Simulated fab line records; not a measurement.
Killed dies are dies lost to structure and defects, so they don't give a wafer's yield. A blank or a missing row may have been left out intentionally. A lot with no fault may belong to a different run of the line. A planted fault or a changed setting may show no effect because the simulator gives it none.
Which tool was responsible?    flow n5Finfet    Sampling: 10 lots, 30 wafers, 3 of 1938 route steps

## WHAT THE GAUGES SHOWED, per wafer
N5_BEOL_M0_SAQP_CD_MEAS_40: target cd 30 nm.
lot   measured      on        cdNm (nm)
L669  day 6 16:56   cdSem-01  30.15 30.29 29.94
L670  day 6 21:56   cdSem-02  29.99 30.09 29.81
L671  day 7 02:28   cdSem-01  30.04 30.30 30.04
L674  day 7 18:06   cdSem-01  28.98 28.59 29.08
L675  day 8 10:38   cdSem-03  29.45 29.16 29.31
L678  day 9 22:13   cdSem-03  29.75 29.23 29.00
L679  day 10 02:43  cdSem-03  29.21 29.61 30.08
L680  day 10 03:28  cdSem-02  30.15 30.11 30.14
L682  day 10 03:58  cdSem-03  29.93 29.84 30.06
L685  day 10 19:00  cdSem-01  29.73 29.66 29.80

## EACH LOT AND THE TOOL THAT RAN IT (in order: tool; ch and the chambers of the sampled wafers; start)
lot   N5_BEOL_M0_SAQP_STRIP_86           N5_BEOL_M0_SAQP_EXPOSE_37
L669  rieDiel-04 ch 0,2,3, day 6 13:38   euvScanner-01 ch 0, day 6 16:47
L670  rieDiel-01 ch 0,2,3, day 6 18:33   euvScanner-02 ch 0, day 6 21:49
L671  rieDiel-04 ch 0,2,3, day 6 23:07   euvScanner-02 ch 0, day 7 02:21
L674  rieDiel-01 ch 1,3, day 7 14:27     euvScanner-02 ch 0, day 7 17:58
L675  rieDiel-04 ch 1,3, day 8 07:16     euvScanner-02 ch 0, day 8 10:29
L678  rieDiel-04 ch 0,2, day 9 18:43     euvScanner-02 ch 0, day 9 22:05
L679  rieDiel-01 ch 2,3, day 9 21:50     euvScanner-01 ch 0, day 10 02:36
L680  rieDiel-03 ch 2,3, day 9 22:15     euvScanner-01 ch 0, day 10 03:20
L682  rieDiel-03 ch 0,2,3, day 10 00:05  euvScanner-01 ch 0, day 10 03:50
L685  rieDiel-01 ch 0,2,3, day 10 12:32  euvScanner-01 ch 0, day 10 18:52
- N5_BEOL_M0_SAQP_STRIP_86: strips in N2/H2.
- N5_BEOL_M0_SAQP_EXPOSE_37: exposes mask M0 CUT1, target cd 30 nm.

## THE ANSWER, worked out from the rows above alone
Rule: the usual values come from the lots themselves. Put in order of their means at a reading, lots are off if they are a third of the lots or fewer, leave a main group of 4 or more, and stand apart from it by a gap of 3 or more times the standard deviation of the main group's means; of several such gaps the widest counts. A main group whose means are all the same, to the digits that the tables above print for the reading, isn't used. A lot without any number at a reading at which 4 lots or more have one is off too. Where the step has rows for the other lots, those lots are counted as sound.
No lot is off on any of the readings shown, so nothing can be concluded from this.

## WHAT THE SIMULATOR HAD PUT IN
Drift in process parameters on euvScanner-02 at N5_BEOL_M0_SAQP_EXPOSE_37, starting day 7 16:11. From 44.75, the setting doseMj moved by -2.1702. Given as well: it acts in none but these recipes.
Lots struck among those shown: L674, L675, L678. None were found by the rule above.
